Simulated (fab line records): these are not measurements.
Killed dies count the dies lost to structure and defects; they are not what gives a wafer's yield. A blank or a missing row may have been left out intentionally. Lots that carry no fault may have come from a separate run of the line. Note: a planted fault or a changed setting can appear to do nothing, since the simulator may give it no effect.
Which tool is to blame?	flow nand_harc	24 lots with 72 wafers sampled at 4 steps, on a route of 1302 steps

== WHAT THE GAUGES READ, wafer by wafer ==
NHARC_P_BONDPAD_CD_MEAS_13.
lot	measured	on	cd_nm (nm)
L074	day 6 14:55	cd_sem-02	499.5 497.2 501.8
L076	day 7 07:37	cd_sem-01	499.6 501.4 501.6
L075	day 7 07:48	cd_sem-03	501.7 497.0 498.6
L077	day 7 17:06	cd_sem-01	498.8 502.1 499.8
L078	day 8 05:46	cd_sem-02	499.5 498.7 498.2
L079	day 8 15:18	cd_sem-02	500.5 499.4 498.8
L080	day 8 23:56	cd_sem-02	499.4 499.6 499.0
L082	day 9 18:31	cd_sem-01	499.9 500.5 500.4
L081	day 9 19:11	cd_sem-02	500.2 500.1 501.2
L083	day 10 09:14	cd_sem-02	500.5 500.2 500.0
L084	day 10 17:36	cd_sem-01	499.7 500.6 500.1
L085	day 11 02:17	cd_sem-01	500.3 498.9 498.6
L086	day 11 12:18	cd_sem-03	501.2 501.4 499.5
L087	day 12 01:31	cd_sem-03	498.3 497.5 497.4
L088	day 12 19:29	cd_sem-01	498.6 500.4 499.8
L089	day 12 20:19	cd_sem-03	501.4 501.4 501.8
L090	day 13 08:46	cd_sem-03	503.0 502.0 503.2
L091	day 13 22:30	cd_sem-02	499.8 500.1 500.2
L092	day 13 23:46	cd_sem-01	499.3 498.9 498.1
L093	day 14 08:11	cd_sem-03	496.3 499.8 500.5
L094	day 14 22:58	cd_sem-03	499.1 500.1 500.9
L095	day 15 10:31	cd_sem-02	501.4 497.8 500.6
L096	day 16 01:46	cd_sem-03	500.7 499.7 501.4
L097	day 16 07:50	cd_sem-03	500.5 499.2 500.1

NHARC_A_ONON_D1_THK_MEAS_14: measures by ellipsometry.
lot	measured	on	thk_nm (nm)
L074	day 7 17:56	film_metro-02	978 980 977
L076	day 8 12:22	film_metro-02	996 995 996
L075	day 8 12:21	film_metro-01	1000 1001 1000
L077	day 9 00:35	film_metro-02	999 1000 998
L078	day 9 11:37	film_metro-01	992 992 993
L079	day 9 18:54	film_metro-01	1016 1014 1015
L080	day 10 03:34	film_metro-02	1010 1010 1010
L082	day 10 22:36	film_metro-02	994 994 995
L081	day 10 22:37	film_metro-01	993 992 994
L083	day 11 14:58	film_metro-02	1009 1009 1008
L084	day 11 21:17	film_metro-01	998 999 998
L085	day 12 06:06	film_metro-02	995 996 997
L086	day 12 15:44	film_metro-01	992 992 992
L087	day 13 05:41	film_metro-02	996 995 996
L088	day 14 00:00	film_metro-02	1002 1003 1002
L089	day 14 00:00	film_metro-01	1000 1000 1000
L090	day 14 16:59	film_metro-01	997 997 996
L091	day 15 03:08	film_metro-01	1007 1007 1007
L092	day 15 03:08	film_metro-02	997 999 998
L093	day 15 13:01	film_metro-02	1019 1018 1018
L094	day 16 07:00	film_metro-02	1000 1002 1001
L095	day 16 15:56	film_metro-01	1017 1017 1016
L096	day 17 08:44	film_metro-02	995 992 993
L097	day 17 12:16	film_metro-01	999 998 998

NHARC_A_ONON_D1_THK_MEAS_21: measures by ellipsometry.
lot	measured	on	thk_nm (nm)
L074	day 8 02:35	film_metro-01	1002 1003 1004
L076	day 8 21:24	film_metro-01	999 998 1000
L075	day 8 21:38	film_metro-02	982 982 982
L077	day 9 11:10	film_metro-01	981 981 981
L078	day 9 21:16	film_metro-02	986 983 984
L079	day 10 03:13	film_metro-01	1015 1017 1017
L080	day 10 12:08	film_metro-01	992 994 995
L082	day 11 10:34	film_metro-02	1013 1012 1013
L081	day 11 10:32	film_metro-02	987 988 986
L083	day 11 23:21	film_metro-02	1009 1010 1009
L084	day 12 09:32	film_metro-01	1006 1008 1006
L085	day 12 14:29	film_metro-01	996 997 998
L086	day 13 00:05	film_metro-02	1011 1010 1009
L087	day 13 15:47	film_metro-02	1001 999 999
L088	day 14 09:28	film_metro-02	999 999 1000
L089	day 14 09:49	film_metro-01	1004 1003 1004
L090	day 15 01:47	film_metro-01	1010 1011 1013
L091	day 15 12:32	film_metro-02	1001 1001 1002
L092	day 15 12:33	film_metro-01	1008 1006 1008
L093	day 16 00:09	film_metro-02	1006 1009 1007
L094	day 16 17:11	film_metro-01	1010 1010 1009
L095	day 17 00:16	film_metro-01	989 989 990
L096	day 17 20:45	film_metro-02	996 997 997
L097	day 17 20:45	film_metro-01	992 991 993

== WHICH TOOL RAN EACH LOT (tool, then ch and the chambers of the sampled wafers, then the start) ==
lot	NHARC_P_BONDPAD_PVD_17
L074	pvd_sputter-02, day 7 17:56 or earlier
L076	pvd_sputter-01, day 8 12:22 or earlier
L075	pvd_sputter-03, day 8 12:21 or earlier
L077	pvd_sputter-02, day 9 00:35 or earlier
L078	pvd_sputter-01, day 9 11:37 or earlier
L079	pvd_sputter-01, day 9 18:54 or earlier
L080	pvd_sputter-02, day 10 03:34 or earlier
L082	pvd_sputter-02, day 10 22:36 or earlier
L081	pvd_sputter-01, day 10 22:37 or earlier
L083	pvd_sputter-02, day 11 14:58 or earlier
L084	pvd_sputter-02, day 11 21:17 or earlier
L085	pvd_sputter-03, day 12 06:06 or earlier
L086	pvd_sputter-02, day 12 15:44 or earlier
L087	pvd_sputter-01, day 13 05:41 or earlier
L088	pvd_sputter-01, day 14 00:00 or earlier
L089	pvd_sputter-01, day 14 00:00 or earlier
L090	pvd_sputter-03, day 14 16:59 or earlier
L091	pvd_sputter-01, day 15 03:08 or earlier
L092	pvd_sputter-02, day 15 03:08 or earlier
L093	pvd_sputter-03, day 15 13:01 or earlier
L094	pvd_sputter-03, day 16 07:00 or earlier
L095	pvd_sputter-01, day 16 15:56 or earlier
L096	pvd_sputter-01, day 17 08:44 or earlier
L097	pvd_sputter-01, day 17 12:16 or earlier
- NHARC_P_BONDPAD_PVD_17: deposits TaN, target thk 5 nm, time 8.06 s.

== AS READ BY THE TOOLS THEMSELVES (means over the sampled wafers that have a number; for cases with no such wafer, the mark the record gives instead) ==
NHARC_P_BONDPAD_PVD_17.
lot	tool	throttle_valve_pct (%)
L074	pvd_sputter-02	30.1
L076	pvd_sputter-01	30.6
L075	pvd_sputter-03	29.2
L077	pvd_sputter-02	29.6
L078	pvd_sputter-01	30.6
L079	pvd_sputter-01	30.2
L080	pvd_sputter-02	29.3
L082	pvd_sputter-02	29.6
L081	pvd_sputter-01	30.4
L083	pvd_sputter-02	29.8
L084	pvd_sputter-02	29.6
L085	pvd_sputter-03	30.8
L086	pvd_sputter-02	29.3
L087	pvd_sputter-01	30.9
L088	pvd_sputter-01	30.8
L089	pvd_sputter-01	30.2
L090	pvd_sputter-03	30.1
L091	pvd_sputter-01	30.8
L092	pvd_sputter-02	29.6
L093	pvd_sputter-03	30.4
L094	pvd_sputter-03	30.1
L095	pvd_sputter-01	30.3
L096	pvd_sputter-01	30.8
L097	pvd_sputter-01	31.2

== THE ANSWER, worked out from the rows above alone ==
Rule: the lots themselves supply what counts as usual. Put in order of their means at a reading, lots are off if they are a third of the lots or fewer, leave a main group of 4 or more, and stand apart from it by a gap of 3 or more times the standard deviation of the main group's means; of several such gaps the widest counts. Not used: any main group whose means are identical at the precision the tables above print for the reading. A lot without any number at a reading at which 4 lots or more have one is off too. All remaining lots with rows at the step are treated as sound. First the gauges in route order, then the tools' own readings, where a lot's mean is used as printed above. The first step at which some lot is off is used, and at that step the reading that is off furthest; a lot without a number counts as furthest.
Across all readings shown, no lot is off: no conclusion can be drawn from this.

== WHAT THE SIMULATOR HAD INSERTED ==
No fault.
